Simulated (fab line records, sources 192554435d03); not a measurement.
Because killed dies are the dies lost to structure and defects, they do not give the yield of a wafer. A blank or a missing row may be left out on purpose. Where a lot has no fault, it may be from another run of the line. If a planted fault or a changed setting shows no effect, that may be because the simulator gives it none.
Split-lot study + flow n5Finfet + 7 lots, 39 wafers read, on a route of 1938 steps

THE SPLIT ITSELF
At N5_BEOL_M6_TRENCH_ETCH_37 (etches SiCOH lowk in C4F6/O2, target depth 94.435 nm, time 31.5 s), the setting targetDepthA was moved away from the recipe's 944.35 angstrom on 15 of the 39 wafers read, by +15.8% to +54.9%. All remaining wafers had this setting at the recipe value.

FROM THE SPLIT TO THE READING: what the file shows between them, 11 steps
- N5_BEOL_M6_ETCH_41: etches SiCN in CH3F/O2, target depth 29.7 nm, time 52 s
- N5_BEOL_M6_STRIP_80: strips in N2/H2, time 10 s
- N5_BEOL_M6_OCD_MEAS_38
- N5_BEOL_M6_HM_STRIP_39: strips TiN in peroxide tin strip, target depth 25 nm, time 158 s
- N5_BEOL_M6_SRD_40: time 30 s
- N5_BEOL_M6_ECD_50: material Cu, target thk 300 nm
- N5_BEOL_M6_ANNEAL_51: time 90 s
- N5_BEOL_M6_CMP_52: polishes, stops on SiCOH lowk, t overpolish 6.9 s, target thk 80 nm
- N5_BEOL_M6_THK_MEAS_53: measures by xrf
- N5_BEOL_M6_PRE_CLEAN_55: time 15 s
- N5_BEOL_M6_DEP_56: deposits SiCN from 3MS/NH3, target thk 10 nm, time 17.5 s

THE READING
Measured at N5_BEOL_M6_RS_MEAS_57 by four-point probe: M6_RS, in ohm/sq. On this fab line, fault-free wafers typically give 0.288 ohm/sq with a standard deviation of 0.0068 ohm/sq.

| wafer  | tool, chamber at the split | targetDepthA as run, angstrom | against the recipe | M6_RS, ohm/sq | against lot-mates on the recipe |
|--------|----------------------------|-------------------------------|--------------------|---------------|---------------------------------|
| L078.1 | rieDiel-05, 2              | 944.35                        | recipe             | 0.303         | -                               |
| L078.2 | rieDiel-05, 3              | 944.35                        | recipe             | 0.289         | -                               |
| L078.3 | rieDiel-05, 1              | 1268                          | +34.3%             | 0.197         | -0.096                          |
| L078.4 | rieDiel-05, 1              | 1268                          | +34.3%             | 0.201         | -0.092                          |
| L078.5 | rieDiel-05, 2              | 1268                          | +34.3%             | 0.201         | -0.092                          |
| L078.6 | rieDiel-05, 3              | 944.35                        | recipe             | 0.287         | -                               |
| L079.1 | rieDiel-01, 3              | 944.35                        | recipe             | 0.284         | -                               |
| L079.2 | rieDiel-01, 1              | 944.35                        | recipe             | 0.281         | -                               |
| L079.3 | rieDiel-01, 2              | 1463                          | +54.9%             | 0.166         | -0.122                          |
| L079.4 | rieDiel-01, 0              | 944.35                        | recipe             | 0.299         | -                               |
| L079.5 | rieDiel-01, 1              | 1463                          | +54.9%             | 0.158         | -0.130                          |
| L079.6 | rieDiel-01, 2              | 1463                          | +54.9%             | 0.163         | -0.125                          |
| L081.1 | rieDiel-01, 0              | 1291                          | +36.7%             | 0.195         | -0.096                          |
| L081.2 | rieDiel-01, 1              | 1291                          | +36.7%             | 0.189         | -0.102                          |
| L081.3 | rieDiel-01, 3              | 1291                          | +36.7%             | 0.192         | -0.099                          |
| L081.4 | rieDiel-01, 2              | 944.35                        | recipe             | 0.295         | -                               |
| L081.5 | rieDiel-01, 2              | 944.35                        | recipe             | 0.291         | -                               |
| L081.6 | rieDiel-01, 1              | 944.35                        | recipe             | 0.286         | -                               |
| L082.1 | rieDiel-01, 1              | 944.35                        | recipe             | 0.282         | -                               |
| L082.2 | rieDiel-01, 0              | 1350                          | +43.0%             | 0.185         | -0.098                          |
| L082.3 | rieDiel-01, 3              | 944.35                        | recipe             | 0.283         | -                               |
| L082.4 | rieDiel-01, 2              | 1350                          | +43.0%             | 0.183         | -0.100                          |
| L082.5 | rieDiel-01, 3              | 944.35                        | recipe             | 0.284         | -                               |
| L082.6 | rieDiel-01, 0              | 1350                          | +43.0%             | 0.182         | -0.101                          |
| L084.1 | rieDiel-05, 0              | 944.35                        | recipe             | 0.282         | -                               |
| L084.2 | rieDiel-05, 3              | 944.35                        | recipe             | 0.284         | -                               |
| L084.3 | rieDiel-05, 1              | 944.35                        | recipe             | 0.290         | -                               |
| L084.4 | rieDiel-05, 0              | 944.35                        | recipe             | 0.280         | -                               |
| L084.5 | rieDiel-05, 3              | 944.35                        | recipe             | 0.282         | -                               |
| L084.6 | rieDiel-05, 1              | 944.35                        | recipe             | 0.295         | -                               |
| L085.1 | rieDiel-06, 1              | 1094                          | +15.8%             | 0.235         | -0.051                          |
| L085.2 | rieDiel-06, 0              | 944.35                        | recipe             | 0.276         | -                               |
| L085.3 | rieDiel-06, 2              | 944.35                        | recipe             | 0.293         | -                               |
| L085.4 | rieDiel-06, 3              | 944.35                        | recipe             | 0.290         | -                               |
| L085.5 | rieDiel-06, 0              | 1094                          | +15.8%             | 0.236         | -0.050                          |
| L085.6 | rieDiel-06, 3              | 1094                          | +15.8%             | 0.242         | -0.044                          |
| L093.3 | rieDiel-06, 2              | 944.35                        | recipe             | 0.298         | -                               |
| L093.4 | rieDiel-06, 3              | 944.35                        | recipe             | 0.288         | -                               |
| L093.5 | rieDiel-06, 1              | 944.35                        | recipe             | 0.296         | -                               |

THE FIT
A straight line over all 39 wafers: M6_RS changes by -0.00243 ohm/sq for each +1% of targetDepthA; r = -0.99; the points scatter about the line by 0.0073 ohm/sq.
The same after taking each lot's own level away (the mean of its wafers on the recipe; 39 wafers): -0.00243 ohm/sq for each +1%; r = -0.99; scatter 0.0072 ohm/sq.
On that fit, the largest move of targetDepthA shifts the reading by 0.13 ohm/sq.
The span of the lots' own levels, 0.2830 to 0.2940 ohm/sq, comes to 1.6 times the standard deviation stated above.
So the lot-to-lot level changes the slope little: the two slopes agree.
Check: for one of the wafers moved furthest among these (+54.9%), held out of the fit, the line's prediction against its lot-mates is -0.137 ohm/sq. Against them it came out at -0.122 ohm/sq.

THE WHOLE CHAIN: every reading that the file lists as answering this split, in the file's order
| step                      | what it does                                                        | reading                                                                         | change (the file's fit)               | r (the file's) |
|---------------------------|---------------------------------------------------------------------|---------------------------------------------------------------------------------|---------------------------------------|----------------|
| N5_BEOL_M6_TRENCH_ETCH_37 | etches SiCOH lowk in C4F6/O2, target depth 94.435 nm, time 31.5 s   | etch.depthNm (the simulator's own value, which no gauge read)                   | +0.92 nm for each +1% of the setting  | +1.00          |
| N5_BEOL_M6_TRENCH_ETCH_37 | etches SiCOH lowk in C4F6/O2, target depth 94.435 nm, time 31.5 s   | BEOL_M6.featureDepthNm (the simulator's own value, which no gauge read)         | +0.92 nm for each +1% of the setting  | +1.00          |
| N5_BEOL_M6_TRENCH_ETCH_37 | etches SiCOH lowk in C4F6/O2, target depth 94.435 nm, time 31.5 s   | TiN_of_BEOL_M6_HM_DEP_02.thkNm (the simulator's own value, which no gauge read) | -0.028 nm for each +1% of the setting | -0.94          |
| N5_BEOL_M6_OCD_MEAS_38    |                                                                     | trenchDepthNm                                                                   | +0.926 nm for each +1% of the setting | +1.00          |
| N5_BEOL_M6_CMP_52         | polishes, stops on SiCOH lowk, t overpolish 6.9 s, target thk 80 nm | Cu_of_BEOL_M6_ECD_50.thkNm (the simulator's own value, which no gauge read)     | +0.916 nm for each +1% of the setting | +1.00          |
| N5_BEOL_M6_THK_MEAS_53    | measures by xrf                                                     | M6_THK                                                                          | +0.919 for each +1% of the setting    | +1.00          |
| N5_BEOL_M6_RS_MEAS_57     | measures by four-point-probe                                        | M6_RS                                                                           | -0.00246 for each +1% of the setting  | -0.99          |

FILE'S OWN FIT
M6_RS changes by -0.00246 ohm/sq for each +1% of targetDepthA, r = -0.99.
